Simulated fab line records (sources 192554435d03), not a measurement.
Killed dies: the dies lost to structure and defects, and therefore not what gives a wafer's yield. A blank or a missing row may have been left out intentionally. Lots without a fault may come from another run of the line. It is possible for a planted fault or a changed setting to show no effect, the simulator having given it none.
Split-lot study -- flow n5_finfet -- route with 1938 steps; 7 lots, 21 wafers read

== THE SPLIT ITSELF ==
At N5_BEOL_M3_ETCH_64 (etches SOC in N2/H2, target depth 75 nm, overetch 15 nm, time 112.5 s), the setting time_s was moved away from the recipe's 112.5 s on 6 of the 21 wafers read, by -22.2% to +20.0%. The other wafers ran this setting at the recipe's value.

The reading comes from the split's own step.

== THE READING ==
SiARC_of_BEOL_M3_COAT_62.thk_nm (the simulator's own value, which no gauge read), in nm, at N5_BEOL_M3_ETCH_64 (etches SOC in N2/H2, target depth 75 nm, overetch 15 nm, time 112.5 s). No usual value for it is given in the file. Here, 15 wafers ran the recipe; their average is 6.7 nm with a standard deviation of 0.088 nm.

wafer,"tool, chamber at the split","time_s as run, s",against the recipe,"SiARC_of_BEOL_M3_COAT_62.thk_nm, nm",against lot-mates on the recipe
L079.1,"rie_diel-03, 3,2",112.5,recipe,6.8,-
L079.6,"rie_diel-03, 3,2",112.5,recipe,6.8,-
L079.5,"rie_diel-03, 0",123.2,+9.5%,6.4,-0.4
L084.4,"rie_diel-01, 3,2,1",112.5,recipe,6.8,-
L084.5,"rie_diel-01, 3,2,1",112.5,recipe,6.8,-
L084.6,"rie_diel-01, 3,2,1",112.5,recipe,6.8,-
L087.2,"rie_diel-03, 1,2",112.5,recipe,6.8,-
L087.5,"rie_diel-03, 1,2",112.5,recipe,6.8,-
L087.4,"rie_diel-03, 2",127.9,+13.7%,6.2,-0.6
L089.1,"rie_diel-06, 3",87.55,-22.2%,8,+1.2
L089.6,"rie_diel-06, 3",87.55,-22.2%,8,+1.2
L089.3,"rie_diel-06, 1",112.5,recipe,6.8,-
L091.3,"rie_diel-06, 1",106,-5.8%,7,+0.3
L091.4,"rie_diel-06, 2",112.5,recipe,6.8,-
L091.6,"rie_diel-06, 1",112.5,recipe,6.6,-
L092.2,"rie_diel-01, 2",112.5,recipe,6.8,-
L092.4,"rie_diel-01, 0",112.5,recipe,6.6,-
L092.6,"rie_diel-01, 0",112.5,recipe,6.6,-
L093.3,"rie_diel-06, 3",112.5,recipe,6.8,-
L093.5,"rie_diel-06, 3",135,+20.0%,5.8,-0.9
L093.6,"rie_diel-06, 1",112.5,recipe,6.6,-
The file does not say which wafer passed through which chamber wherever a row lists several chambers: such a row stands for several wafers.

FIT RESULTS
A straight line over all 21 wafers: SiARC_of_BEOL_M3_COAT_62.thk_nm changes by -0.0511 nm for each +1% of time_s; r = -0.98; the points scatter about the line by 0.098 nm.
The same after taking each lot's own level away (the mean of its wafers on the recipe; 21 wafers): -0.05 nm for each +1%; r = -0.99; scatter 0.071 nm.
That fit puts the effect of the largest move of time_s on the reading at 1.1 nm.
The span of the lots' own levels, 6.67 to 6.80 nm, comes to 1.5 times the standard deviation stated above.
So the lot-to-lot level changes the slope little: the two slopes agree.
Check: +1.1 nm against its lot-mates is what the line predicts for one of the wafers moved furthest among these (-22.2%) when that wafer is left out of the fit. It came out at +1.2 nm against them.

== THE OTHER SPLITS THESE WAFERS WENT THROUGH ==
Before the reading, these wafers also passed through other splits. Each is held against what the fit with the lots' levels taken away leaves over:
other split on the same wafers,wafers away from the commonest value,r with SiARC_of_BEOL_M3_COAT_62.thk_nm (lot level and that fit taken away)
N5_BEOL_M0_TRENCH_ETCH_107 target_depth_a,5,-0.19
N5_BEOL_M1_ILD_DEP_00 time_s,6,+0.08
N5_BEOL_M1_HM_DEP_02 target_thk_a,12,-0.19
N5_BEOL_M2_COAT_05 spin_rpm,8,+0.32

== THE WHOLE CHAIN: every reading that the file lists as answering this split, in the file's order ==
step,what it does,reading,change (the file's fit),r (the file's)
N5_BEOL_M3_ETCH_64,"etches SOC in N2/H2, target depth 75 nm, overetch 15 nm, time 112.5 s","SiARC_of_BEOL_M3_COAT_62.thk_nm (the simulator's own value, which no gauge read)",-0.0485 nm for each +1% of the setting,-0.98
N5_BEOL_M3_HM_OPEN_17,"chemistry Cl2/BCl3, target TiN, target depth 20 nm, overetch 6 nm","etch.depth_nm (the simulator's own value, which no gauge read)","not straight: 20.19 at the lowest setting, 19.82 at the recipe, 17.51 at the highest",not given

== FILE'S OWN FIT ==
SiARC_of_BEOL_M3_COAT_62.thk_nm changes by -0.0485 nm for each +1% of time_s, r = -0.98.
